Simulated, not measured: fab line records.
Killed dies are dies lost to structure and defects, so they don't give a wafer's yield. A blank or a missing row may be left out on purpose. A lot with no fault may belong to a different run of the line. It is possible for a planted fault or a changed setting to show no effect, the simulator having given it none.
Matching of chambers | flow nand_harc | NHARC_A_STAIRCASE_DEP_156 on pecvd-03: 3 sister chambers
The step deposits SiNx, target thk 50 nm. 6 wafers are shown with their chamber, then 7 later ones without.

== EACH WAFER AND ITS CHAMBER ==
wafer  | chamber | heater_power_w (W)
L965.2 | 1       | 693
L966.2 | 0       | 792
L966.5 | 2       | 724
L966.6 | 1       | 790
L970.1 | 2       | 796
L970.4 | 0       | 837

== WAFERS WITHOUT THEIR CHAMBER ==
wafer  | heater_power_w (W)
L970.5 | 823
L975.2 | 716
L975.5 | 721
L975.6 | 711
L980.1 | 815
L980.5 | 831
L980.6 | 725

== EACH ONE'S CHAMBER ==
wafer  | from the rows above          | in truth
L970.5 | can't be placed: 0 or 2 or 1 | 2
L975.2 | can't be placed: 1 or 2 or 0 | 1
L975.5 | can't be placed: 1 or 2 or 0 | 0
L975.6 | can't be placed: 1 or 2 or 0 | 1
L980.1 | can't be placed: 0 or 2 or 1 | 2
L980.5 | can't be placed: 0 or 2 or 1 | 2
L980.6 | can't be placed: 1 or 2 or 0 | 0
Placed correctly: 0 of 7. Unplaceable from these rows: 7, with the true chamber sitting among the candidates in 7. Number placed wrongly: 0.
How it was worked out, from the rows above alone: a wafer's distance from a chamber is the root of the sum, over the readings, of the square of ((its reading less the chamber's mean) divided by the reading's scatter). The wafer belongs to the nearest chamber; if the next one is less than 2 further off, it can't be placed. Each chamber's mean is taken over the wafers shown for it. The scatter: the root of (the sum of the squares of (reading less its chamber's mean) over the shown wafers, divided by (wafers less chambers)).
